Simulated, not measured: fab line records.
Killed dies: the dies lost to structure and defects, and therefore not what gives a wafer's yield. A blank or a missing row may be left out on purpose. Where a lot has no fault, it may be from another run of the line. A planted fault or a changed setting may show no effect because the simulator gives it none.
fab line records    flow nand_harc
record: lots: 6  wafers: 18  last_day: 33
route steps=1302 shown A_STAIRCASE@837 END@1302
lots untouched by any fault: they come from a run of this same line in which no faults occurred
start_h: the number of hours between the record's first day and the start of the first shown wafer of the lot    wait_h: hours elapsed since this lot's preceding step    " the same as in the row above    L1.1+2: one row covering several wafers at once    - no value, or no start given    * or withheld: withheld    < > ~ a bound
route shown NAME@n: a module of which the file shows steps, and the number in the route of the first    usual: mean/standard deviation taken from wafers without a fault    same: alike in all rows    chamber/n: place in a boat    sites: per-site readings    _std_site: standard deviation across them    _edge_site: outer sites' mean less inner sites'    radius_mm: how far each site lies from the wafer's centre    mask NAME#n: copy n    behind: the most recent tool/chamber to have shaped the wafer    hold: why the lot was held/for how many hours/how that ended    device: the transistor (n, p or np) that didn't switch    end of line: tests run on the same wafers once the route is complete    where a step has no rows: the recipe by itself    killed: dies lost to structure and defects at the first sort, not the wafer's yield    map: shows each die of a wafer: x if killed, . if not, _ if none is there
set.NAME: setting as actually run; set.NAME@STEP: the setting as run at that earlier step    model.NAME: the simulator's own value behind a step, which no gauge read
certain route steps with their lots: each step a table, each wafer a row
services: a tool's chamber out of use, with start hour (start_h, from the record's first day; less than 0 if before it), hours out, and reason
== steps ==
step: NHARC_A_STAIRCASE_STRIP_317
recipe: time_s: 900  temp_c: 130  chemistry: SPM
step: NHARC_A_STAIRCASE_PRECLEAN_318
recipe: time_s: *  temp_c: 50  bath_age_min: 0  chemistry: SC1
step: NHARC_A_STAIRCASE_SRD_329
step: NHARC_A_STAIRCASE_ALD_415
recipe: target_thk_a: 300  pulse_time_s: 6  ald_cycles: 300  temp_c: 300  material: SiO2
usual: heater_power_w: 475/53  precursor_pulse_height_rel: 0.998/0.021
lot.wafer  tool       chamber  start_h  wait_h  heater_power_w  precursor_pulse_height_rel
L355.4     ald_hk-01  2        386.17   0.1     443             1.016
L355.1     "          3        "        "       411             1.000
L355.6     "          2        "        "       454             0.978
L361.3     ald_hk-01  3        453.57   0.3     421             0.992
L361.4     "          0        "        "       532             0.985
L361.1     "          1        "        "       425             0.970
L362.3     ald_hk-03  1        457.41   0.5     415             0.991
L362.2     "          2        "        "       471             1.000
L362.5     "          0        "        "       521             0.993
L370.2     ald_hk-01  0        531.49   0.5     504             1.010
L370.5     "          2        "        "       474             1.023
L370.6     "          3        "        "       437             1.029
L376.4     ald_hk-01  1        582.99   0.8     408             1.022
L376.5     "          2        "        "       475             1.000
L376.6     "          3        "        "       432             0.974
L377.1     ald_hk-02  2        625.53   0.1     449             1.015
L377.4     "          3        "        "       479             0.975
L377.3     "          0        "        "       485             0.997
step: NHARC_A_STAIRCASE_ETCHBACK_416
recipe: target_depth_a: 360  time_s: 7.2  c4f8_flow_sccm: withheld  o2_flow_sccm: 8  ar_flow_sccm: withheld  rf_w: 600  bias_w: 800  chemistry: C4F8/O2/Ar
usual: oes_product_au: 0.941/0.029  rf_vpp_V: 723/4.7
lot.wafer  tool         chamber  start_h  wait_h  oes_product_au  rf_hours_counter_h  rf_vpp_V
L355.1     rie_diel-11  2        -        -       0.932           35                  716
L355.4     "            3        "        "       0.931           37                  727
L355.6     "            3        "        "       0.934           -                   727
L361.1     rie_diel-04  1        -        -       0.918           29                  727
L361.3     "            2        "        "       0.924           28                  726
L361.4     "            3        "        "       0.933           27                  722
L362.3     rie_diel-02  1        -        -       0.923           23                  728
L362.2     "            2        "        "       0.920           24                  719
L362.5     "            3        "        "       0.911           -                   725
L370.2     rie_diel-02  1        -        -       0.924           44                  729
L370.5     "            1        "        "       0.922           -                   729
L370.6     "            0        "        "       0.932           -                   716
L376.5     rie_diel-02  3        -        -       0.987           -                   725
L376.6     "            0        "        "       0.994           -                   715
L376.4     "            1        "        "       1.013           -                   729
L377.1     rie_diel-11  3        -        -       1.005           1                   726
L377.4     "            0        "        "       1.001           1                   731
L377.3     "            1        "        "       1.023           1                   719
step: NHARC_A_STAIRCASE_STRIP_476
recipe: time_s: 20  o2_flow_sccm: 500  ar_flow_sccm: 0  bias_w: 0  chemistry: O2
usual: drypump_motor_current_A: 5.64/0.29  oes_product_au: 1.002/0.0077  rf_vpp_V: 57.7/0.88  showerhead_plenum_p_Torr: 3.53/0.16  throttle_valve_pct: 17.036/0.008
lot.wafer  tool         chamber  start_h  wait_h  drypump_motor_current_A  oes_product_au  rf_hours_counter_h  rf_vpp_V  showerhead_plenum_p_Torr  throttle_valve_pct
L355.4     rie_diel-11  3        388.40   0.1     5.73                     1.009           37                  57.6      3.66                      17.032
L355.1     "            0        "        "       5.36                     1.007           32                  56.7      3.31                      17.030
L355.6     "            3        "        "       5.73                     1.014           -                   58.2      3.66                      17.036
L361.4     rie_diel-04  1        455.57   0.1     5.74                     0.995           29                  58.3      3.62                      17.044
L361.3     "            2        "        "       5.97                     0.994           28                  57.3      3.59                      17.040
L361.1     "            3        "        "       4.98                     1.004           27                  57.2      3.46                      17.028
L362.2     rie_diel-02  0        459.10   0.1     5.64                     0.999           18                  57.6      3.30                      17.024
L362.3     "            2        "        "       6.04                     0.998           24                  56.9      3.41                      17.032
L362.5     "            0        "        "       5.62                     0.996           -                   57.5      3.30                      17.041
L370.2     rie_diel-02  2        533.34   0.1     6.03                     0.995           48                  58.8      3.40                      17.032
L370.5     "            2        "        "       6.03                     0.994           -                   56.6      3.40                      17.040
L370.6     "            0        "        "       5.63                     1.006           -                   57.4      3.29                      17.043
L376.6     rie_diel-02  0        584.50   0.1     5.63                     0.994           -                   58.0      3.29                      17.028
L376.5     "            1        "        "       5.78                     1.015           -                   58.5      3.72                      17.024
L376.4     "            3        "        "       5.21                     0.998           -                   58.9      3.57                      17.045
L377.1     rie_diel-11  2        627.69   0.1     5.83                     1.005           1                   57.7      3.78                      17.049
L377.4     "            3        "        "       5.72                     1.000           1                   57.4      3.62                      17.032
L377.3     "            0        "        "       5.37                     1.004           1                   58.4      3.81                      17.045
step: NHARC_A_STAIRCASE_DEP_417
recipe: target_thk_a: 600  step_coverage_pct: 20  temp_c: 400  target_thk_nm: 60  flow_sccm: 200  rf_w: 450  material: Si3N4
step: NHARC_A_STAIRCASE_WET_418
recipe: temp_c: 160  target_depth_a: 200  chemistry: H3PO4
step: NHARC_A_STAIRCASE_PRECLEAN_419
recipe: time_s: *  temp_c: 50  bath_age_min: 0  chemistry: SC1
step: NHARC_A_STAIRCASE_SRD_421
step: NHARC_A_STAIRCASE_ALD_420
recipe: target_thk_a: 200  pulse_time_s: 6  ald_cycles: 200  temp_c: 300  material: SiO2
usual: heater_power_w: 473/54  precursor_pulse_height_rel: 1.001/0.02
lot.wafer  tool       chamber  start_h  wait_h  heater_power_w  precursor_pulse_height_rel
L355.1     ald_hk-01  3        391.43   -       422             0.984
L355.4     "          0        "        "       539             0.958
L355.6     "          3        "        "       410             1.003
L361.1     ald_hk-03  3        458.47   -       542             1.006
L361.3     "          1        "        "       423             1.038
L361.4     "          2        "        "       457             1.005
L362.3     ald_hk-03  3        462.06   -       553             1.002
L362.2     "          0        "        "       524             0.976
L362.5     "          2        "        "       465             1.026
L370.2     ald_hk-03  2        536.45   -       461             1.020
L370.5     "          1        "        "       417             1.017
L370.6     "          2        "        "       456             0.960
L376.4     ald_hk-03  0        587.32   -       547             0.995
L376.6     "          0        "        "       542             0.997
L376.5     "          1        "        "       399             1.016
L377.4     ald_hk-01  0        630.50   -       516             1.013
L377.3     "          1        "        "       400             1.026
L377.1     "          3        "        "       435             0.977
step: NHARC_A_STAIRCASE_CVD_552
recipe: target_thk_a: 400  temp_c: 700  pressure_mtorr: 300  material: SiNx
usual: pressure_mtorr: 300.0/0.58  spike_tc_bottom_C: 719/4.6
lot.wafer  tool      chamber  start_h  wait_h  pressure_mtorr  spike_tc_bottom_C
L355.1     lpcvd-01  0        398.12   -       299.7           720
L355.4     "         0        "        "       299.4           719
L355.6     "         0        "        "       299.5           721
L361.1     lpcvd-01  1        463.03   -       -               -
L361.3     "         1        "        "       -               -
L361.4     "         1        "        "       -               -
L362.2     lpcvd-02  1        466.47   -       -               -
L362.3     "         1        "        "       -               -
L362.5     "         1        "        "       -               -
L370.2     lpcvd-02  0        540.85   -       299.9           720
L370.5     "         0        "        "       299.7           721
L370.6     "         0        "        "       298.8           720
L376.4     lpcvd-01  1        591.85   -       299.8           713
L376.5     "         1        "        "       300.4           714
L376.6     "         1        "        "       301.1           714
L377.1     lpcvd-01  0        633.32   -       300.4           721
L377.3     "         0        "        "       300.4           720
L377.4     "         0        "        "       300.5           720
step: NHARC_A_STAIRCASE_DEP_151
recipe: target_thk_a: 72000  temp_c: 400  target_thk_nm: 7200  teos_flow_sccm: 200  rf_w: 500  material: SiO2
usual: heater_power_w: 654/84  mfc_precursor_sccm: 200.0/0.65
lot.wafer  tool      chamber  start_h  wait_h  heater_power_w  mfc_precursor_sccm
L355.1     pecvd-02  0        401.69   0.4     625             200.5
L355.6     "         0        "        "       527             199.7
L355.4     "         2        "        "       626             200.1
L361.1     pecvd-04  0        466.60   0.4     582             200.2
L361.3     "         2        "        "       690             200.3
L361.4     "         1        "        "       695             198.6
L362.3     pecvd-01  1        470.13   0.4     807             199.5
L362.2     "         0        "        "       706             199.3
L362.5     "         1        "        "       673             199.6
L370.2     pecvd-02  1        544.62   0.6     740             199.0
L370.6     "         2        "        "       671             198.9
L370.5     "         1        "        "       583             198.5
L376.4     pecvd-01  1        597.40   0.7     664             199.9
L376.6     "         2        "        "       630             200.0
L376.5     "         0        "        "       576             200.1
L377.3     pecvd-02  1        637.01   0.5     745             201.0
L377.1     "         2        "        "       769             199.9
L377.4     "         1        "        "       603             201.0
step: NHARC_END_SORT_01
recipe: temp_c: 25
usual: killed_at_array: 62/16  killed_at_other: 0.8/1.1  killed_at_periphery: 4/3.2  killed_dies: 67/16  killed_open: 3.5/1.9  killed_short: 2.1/1.5
same: gross_dies: 677
lot.wafer  tool       chamber  start_h  wait_h  killed_at_array  killed_at_other  killed_at_periphery  killed_dies  killed_open  killed_short
L355.1     prober-02  0        559.98   2.5     64               2                0                    66           5            2
L355.4     prober-02  0        562.39   3.4     59               1                2                    62           1            1
L355.6     prober-02  0        564.00   4.0     57               0                1                    58           2            1
L361.1     prober-01  0        631.23   2.5     542              3                2                    547          4            5
L361.3     prober-01  0        632.82   3.1     540              3                4                    547          2            0
L361.4     prober-01  0        633.62   3.4     557              1                8                    566          3            2
L362.2     prober-02  0        632.07   2.8     555              1                2                    558          1            0
L362.3     prober-02  0        632.87   3.1     546              1                4                    551          3            1
L362.5     prober-02  0        634.48   3.7     550              0                1                    551          6            2
L370.2     prober-02  0        698.81   2.8     46               0                4                    50           3            3
L370.5     prober-02  0        701.17   3.6     55               0                2                    57           4            0
L370.6     prober-02  0        701.96   3.9     67               0                5                    72           5            2
L376.4     prober-02  0        750.76   3.4     58               0                7                    65           3            0
L376.5     prober-02  0        751.56   3.7     58               0                8                    66           8            3
L376.6     prober-02  0        752.36   4.0     59               2                0                    61           5            1
L377.1     prober-02  0        800.35   2.5     57               0                0                    57           1            2
L377.3     prober-02  0        801.97   3.1     74               2                7                    83           7            4
L377.4     prober-02  0        802.77   3.4     54               0                2                    56           4            0
killed by level:class
L355.1 A_CHANNEL_HOLE_D2:chamber_film_flake=34 A_CHANNEL_HOLE_D1:chamber_film_flake=5 A_WL_FILL:chamber_film_flake=5 A_DECK1_JOINT:chamber_film_flake=4 A_CONTACT:chamber_film_flake=4 A_STAIRCASE:chamber_film_flake=3 A_BLC:chamber_film_flake=2 A_CHANNEL_FILL_D1:geometric_particle:open=1
L355.4 A_CHANNEL_HOLE_D2:chamber_film_flake=38 A_WL_FILL:chamber_film_flake=6 A_CONTACT:chamber_film_flake=6 A_STAIRCASE:chamber_film_flake=3 A_CHANNEL_HOLE_D1:chamber_film_flake=2 A_DECK1_JOINT:geometric_particle:short=1 A_CONTACT:geometric_particle:open=1 P_ZERO_WELL:chamber_film_flake=1
L355.6 A_CHANNEL_HOLE_D2:chamber_film_flake=33 A_CONTACT:chamber_film_flake=6 A_STAIRCASE:chamber_film_flake=4 A_WL_FILL:chamber_film_flake=4 A_ZERO_WELL:chamber_film_flake=2 A_DECK1_JOINT:chamber_film_flake=2 A_BLC:chamber_film_flake=2 A_CHANNEL_FILL_D1:geometric_particle:open=1
L361.1 A_STAIRCASE:area_cvd=478 A_CHANNEL_HOLE_D1:chamber_film_flake=29 A_CHANNEL_HOLE_D2:chamber_film_flake=15 A_CONTACT:chamber_film_flake=3 THIN_TSV:chamber_film_flake=3 A_CHANNEL_FILL_D2:geometric_particle:short=2 A_SGD_CUT:geometric_particle:open=2 A_ZERO_WELL:chamber_film_flake=2
L362.2 A_STAIRCASE:area_cvd=486 A_SLIT:chamber_film_flake=28 A_CHANNEL_HOLE_D2:chamber_film_flake=27 A_CHANNEL_HOLE_D1:chamber_film_flake=4 A_CONTACT:chamber_film_flake=3 P_ZERO_WELL:chamber_film_flake=2 A_CHANNEL_FILL_D2:chamber_film_flake=2 A_WL_FILL:chamber_film_flake=2
L361.3 A_STAIRCASE:area_cvd=489 A_CHANNEL_HOLE_D1:chamber_film_flake=30 A_CHANNEL_HOLE_D2:chamber_film_flake=16 P_CONTACT:chamber_film_flake=3 THIN_TSV:chamber_film_flake=3 A_WL_FILL:chamber_film_flake=2 P_CONTACT:geometric_particle:open=1 A_WL_FILL:geometric_particle:open=1
L362.3 A_STAIRCASE:area_cvd=474 A_SLIT:chamber_film_flake=29 A_CHANNEL_HOLE_D2:chamber_film_flake=29 A_ZERO_WELL:chamber_film_flake=3 P_ZERO_WELL:chamber_film_flake=2 A_CHANNEL_HOLE_D1:chamber_film_flake=2 A_CHANNEL_FILL_D2:chamber_film_flake=2 A_WL_FILL:chamber_film_flake=2
L361.4 A_STAIRCASE:area_cvd=497 A_CHANNEL_HOLE_D1:chamber_film_flake=30 A_CHANNEL_HOLE_D2:chamber_film_flake=16 P_CONTACT:chamber_film_flake=4 A_CONTACT:chamber_film_flake=4 A_WL_FILL:chamber_film_flake=4 A_ZERO_WELL:chamber_film_flake=2 P_GATE:geometric_particle:open=1
L362.5 A_STAIRCASE:area_cvd=457 A_CHANNEL_HOLE_D2:chamber_film_flake=40 A_SLIT:chamber_film_flake=35 A_CONTACT:chamber_film_flake=4 A_CHANNEL_HOLE_D1:chamber_film_flake=3 A_ONON_D2:geometric_particle:short=2 P_M1:geometric_particle:open=1 A_CHANNEL_FILL_D1:geometric_particle:open=1
L370.2 A_CHANNEL_HOLE_D1:chamber_film_flake=26 A_SLIT:chamber_film_flake=4 A_CONTACT:chamber_film_flake=4 P_GATE:chamber_film_flake=3 A_ONON_D2:geometric_particle:short=2 A_DECK1_JOINT:chamber_film_flake=2 A_STAIRCASE:chamber_film_flake=2 A_WL_FILL:chamber_film_flake=2
L370.5 A_CHANNEL_HOLE_D1:chamber_film_flake=37 A_CONTACT:chamber_film_flake=5 A_SLIT:chamber_film_flake=3 P_GATE:chamber_film_flake=2 A_CHANNEL_FILL_D1:chamber_film_flake=2 A_STAIRCASE:chamber_film_flake=2 A_WL_FILL:chamber_film_flake=2 A_ONON_D2:geometric_particle:open=1
L370.6 A_CHANNEL_HOLE_D1:chamber_film_flake=42 A_CONTACT:chamber_film_flake=10 A_SLIT:chamber_film_flake=4 A_STAIRCASE:chamber_film_flake=3 A_DECK1_JOINT:chamber_film_flake=2 P_GATE:geometric_particle:open=1 P_M0:geometric_particle:open=1 P_M0:geometric_particle:short=1
L376.4 A_CHANNEL_HOLE_D2:chamber_film_flake=28 A_CHANNEL_HOLE_D1:chamber_film_flake=14 P_GATE:chamber_film_flake=5 A_STAIRCASE:chamber_film_flake=5 A_SLIT:chamber_film_flake=4 A_M1:chamber_film_flake=2 A_CHANNEL_FILL_D1:geometric_particle:open=1 A_DECK1_JOINT:geometric_particle:open=1
L376.5 A_CHANNEL_HOLE_D2:chamber_film_flake=15 A_CHANNEL_HOLE_D1:chamber_film_flake=11 A_STAIRCASE:chamber_film_flake=7 P_GATE:chamber_film_flake=6 A_SLIT:chamber_film_flake=6 A_ZERO_WELL:chamber_film_flake=3 A_M1:chamber_film_flake=3 A_WL_FILL:geometric_particle:short=2
L376.6 A_CHANNEL_HOLE_D2:chamber_film_flake=27 A_CHANNEL_HOLE_D1:chamber_film_flake=9 A_CONTACT:chamber_film_flake=6 A_SLIT:chamber_film_flake=5 A_STAIRCASE:chamber_film_flake=3 A_CHANNEL_FILL_D1:chamber_film_flake=2 THIN_TSV:chamber_film_flake=2 A_CHANNEL_FILL_D1:geometric_particle:open=1
L377.1 A_CHANNEL_HOLE_D2:chamber_film_flake=33 A_SLIT:chamber_film_flake=8 A_STAIRCASE:chamber_film_flake=5 A_CONTACT:chamber_film_flake=5 A_DECK1_JOINT:chamber_film_flake=2 A_SOURCE_PLATE:geometric_particle:short=1 A_CHANNEL_FILL_D1:geometric_particle:short=1 A_DECK1_JOINT:geometric_particle:open=1
L377.3 A_CHANNEL_HOLE_D2:chamber_film_flake=41 A_SLIT:chamber_film_flake=12 A_CONTACT:chamber_film_flake=6 P_ZERO_WELL:chamber_film_flake=3 A_STAIRCASE:chamber_film_flake=3 A_SOURCE_PLATE:geometric_particle:open=2 A_CHANNEL_HOLE_D1:geometric_particle:open=2 P_GATE:chamber_film_flake=2
L377.4 A_CHANNEL_HOLE_D2:chamber_film_flake=27 A_SLIT:chamber_film_flake=14 A_STAIRCASE:chamber_film_flake=5 A_CONTACT:chamber_film_flake=4 P_CONTACT:geometric_particle:open=1 A_CHANNEL_FILL_D1:geometric_particle:open=1 A_DECK1_JOINT:geometric_particle:open=1 A_BLC:geometric_particle:open=1
map L361.4 (x killed, . not)
____________x____________
_________xxxxxxx_________
_______xxxxxxxxxx._______
______xxxxxxxxx.xx.______
_____xxxxxxxxx..xxxx_____
____xxxxxxxxxxxxxxxxx____
____xxxxxxxxxxxxxxxx.____
___xxxxxxxxxxxxx.xxxxx___
___xxxxxxxxxxxxxxxxx.x___
__xxxxxxxxxxxxx..xx.xx.__
__xxxxxxxxxxxx.xxxxxx.x__
_.xxxxxxxxxxxxxxxxxxx..._
_xxxxxxxxxxxxx.xxxxxx.x._
_xxxxxxxxx.xxxxxx...xx.._
_xxxxxxxxxxxxxxx.xxxx.xx_
_.xxxxxxxxxxxxxxxxxxxx.._
xxxxxxxxxxxxxxxx.xxxxx.x.
xxxxxxxxxxxxxxxxxxxxxx.x.
xxxxxxxxxxxxxxxxxxx.xxxxx
xxxxxxxxxxxxxxxxxxxx.xxxx
xxxxxxxxxxxxxxxxxxxxxxxxx
_xxxxxxxxxxxxx.xx.xxxxxx_
_xxxxxxxxxxxxxxxx.x.x.x._
_xxxxxxxxxxxx.xxxx.xx..._
_xxxxxxxxxxx.x.xxx..x..x_
_xxxxxxxxxxxxxx.x..x...._
__xxxxxxxxxxxx..x.x...x__
__x.xxxx.xxx.xx..xxx...__
___.xxxxxxxxxxxxxxx...___
___xxxx.x.x.xxxxxxx...___
____.xxxxxxxxxxx.xx.x____
____.xxxxxx.x.xxx.xxx____
_____xxxxxx..xxxx.xx_____
______.xx.x.xx...x.______
_______xxx...x.x.x_______
_________xxx.x.x_________
____________x____________
map L362.2 (x killed, . not)
____________x____________
_________.xxxxx._________
_______xxxxxxxxxxx_______
______xxxxxxxxxxxxx______
_____..xxxxxxxxxxxxx_____
____..xxxxxxxxxxxxxxx____
____..xxxxxxxxxxxxxxx____
___.xxxxx.xxxxxxx.xxxx___
___xxxxxxxxxxxxxxxxxxx___
__..xxxxxxxxxxxxxxxxxxx__
__..xxxxxxxxxxxxxxxxxxx__
_....xx.xxxxxxxxxxxxxxxx_
_.xx.xxxxxxxxxxxxxxxxxxx_
_xxx.xxxxxxxxxxxxxxxxxxx_
_xxxxxxxxxxxxxxxxxxxxxx._
_x.x.xxxxxxxxxxxxxxxxxxx_
.xx..xxxxxxxxxxxxxxx.xx.x
.xx.xxxxxxxxxxxxxxxxxxxxx
...xxxxxxxx.xxxxxxxxxxxxx
.x..xxxxxxxxxxxxxxxxxxxxx
....xxxx..xxxxxxxxxxxxxxx
_xxxxxxxxxxxxxxxxxxxxxxx_
_xxxxxxxx.xxxxxxxxxxxxxx_
_.x.xxxxxxxxxxxxxxxxxxxx_
_..x...xxxxx.xxxxxxxxxxx_
_....xx.xxxxxxxxxxxxxxx._
__.x...x..x.xxxxxxxxxxx__
__x.x....xxxxxxxxxx.x.x__
___.x..x.xxxxxxxxxxxx.___
___...x.xx...xxxxxxxxx___
____....xxxx.xxxxxxxx____
____x.....xx.xxxxx.xx____
_____.x...xx.xxxx.x._____
______x...xxxxxxxx.______
_______..xx..xxxx._______
_________x...x.x_________
____________x____________
== services ==
tool         chamber  start_h  hours  kind
pecvd-02     -        388.33   2.9    repair
ald_hk-03    -        390.00   10.0   pm
lpcvd-02     -        390.05   26.0   pm
rie_diel-02  -        393.85   9.0    pm
pecvd-02     -        408.04   13.0   pm
pecvd-01     -        434.87   0.8    repair
rie_diel-11  -        435.05   9.0    pm
rie_diel-11  3        472.03   2.5    repair
ald_hk-01    -        474.00   10.0   pm
rie_diel-11  2        475.80   1.7    repair
rie_diel-11  1        479.93   1.9    repair
pecvd-01     -        492.83   13.0   pm
rie_diel-11  2        499.34   4.3    repair
pecvd-02     2        503.27   3.4    repair
rie_diel-02  0        528.43   4.4    repair
rie_diel-04  -        531.90   9.0    pm
rie_diel-02  0        548.83   3.4    repair
lpcvd-02     -        549.87   1.5    repair
pecvd-02     0        555.87   21.5   repair
rie_diel-02  -        573.09   9.0    pm
pecvd-02     -        589.04   13.0   pm
rie_diel-11  1        593.13   14.8   repair
rie_diel-11  -        612.05   9.0    pm
rie_diel-11  3        632.52   1.7    repair
== key ==
first_sign: step: NHARC_A_STAIRCASE_CVD_552  reading: tool_record  direction: missing
effect: step: NHARC_END_SORT_01  reading: killed_at_array  direction: up  sigmas: 30  usual: 62  struck: 548
more_kills_born_at: NHARC_A_STAIRCASE_CVD_552@lpcvd-01: 1464  NHARC_A_STAIRCASE_CVD_552@lpcvd-02: 1417
met_at NHARC_A_STAIRCASE_CVD_552
struck_wafers L361.1,L361.3,L361.4,L362.2,L362.3,L362.5
later_rows_left_out L361.1,L361.3,L361.4,L362.2,L362.3,L362.5
tester_left_out L361,L362
onset_between 398.12 463.03
fault: kind: skipped_step_whole  tool: lpcvd-01,lpcvd-02  chamber: -  onset_h: 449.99  steps: NHARC_A_STAIRCASE_CVD_552  scope: struck_lots_only
tester_left_out: of these lots the tester's yield and bins aren't shown, on N5 and GAA mostly nor the transistor test; their killed dies are dies lost to structure and defects alone, not to doping, threshold or leakage, so they don't give the yield
later_rows_left_out: the simulator's readings of these wafers behind a module that went badly wrong aren't trusted and aren't shown, but for the sort
